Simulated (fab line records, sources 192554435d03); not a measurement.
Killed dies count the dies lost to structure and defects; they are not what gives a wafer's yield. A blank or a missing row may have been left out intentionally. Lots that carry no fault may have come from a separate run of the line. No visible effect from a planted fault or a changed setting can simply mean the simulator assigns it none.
Matching of chambers + flow n5-finfet + rie-diel-05 running N5_BEOL_M6_STRIP_19: 4 sister chambers
The step strips in O2. 4 wafers are shown with their chamber, then 8 later ones without.

== EACH WAFER AND ITS CHAMBER ==
| wafer  | chamber | showerhead-plenum-p-Torr (Torr) |
|--------|---------|---------------------------------|
| L086.2 | 3       | 2.05                            |
| L087.1 | 0       | 2.11                            |
| L087.2 | 1       | 2.12                            |
| L089.2 | 2       | 2.09                            |

== WAFERS WHOSE CHAMBER IS MISSING ==
| wafer  | showerhead-plenum-p-Torr (Torr) |
|--------|---------------------------------|
| L089.4 | 2.11                            |
| L089.5 | 2.04                            |
| L094.1 | 2.11                            |
| L094.2 | 2.04                            |
| L094.3 | 2.08                            |
| L096.3 | 2.11                            |
| L096.5 | 2.11                            |
| L096.6 | 2.04                            |

== THE CHAMBER EACH PASSED THROUGH ==
| wafer  | from the rows above     | in truth |
|--------|-------------------------|----------|
| L089.4 | can't be placed: 0 or 1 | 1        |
| L089.5 | 3                       | 3        |
| L094.1 | can't be placed: 0 or 1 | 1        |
| L094.2 | 3                       | 3        |
| L094.3 | 2                       | 2        |
| L096.3 | can't be placed: 0 or 1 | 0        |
| L096.5 | can't be placed: 0 or 1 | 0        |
| L096.6 | 3                       | 3        |
Correct placement for 4 of the 8. From these rows, 4 cannot be placed; in 4 the true chamber is one of the candidates. Number placed wrongly: 0.
How it was worked out, from the rows above alone: a wafer's distance from a chamber is the root of the sum, over the readings, of the square of ((its reading less the chamber's mean) divided by the reading's scatter). If the next closest chamber is less than 2 further off than the closest, the wafer can't be placed; otherwise it belongs to the closest. Each chamber's mean is taken over the wafers shown for it. The scatter (one wafer shown for each chamber): square how far every hidden wafer sits from the nearest shown wafer, average those squares and take the square root.
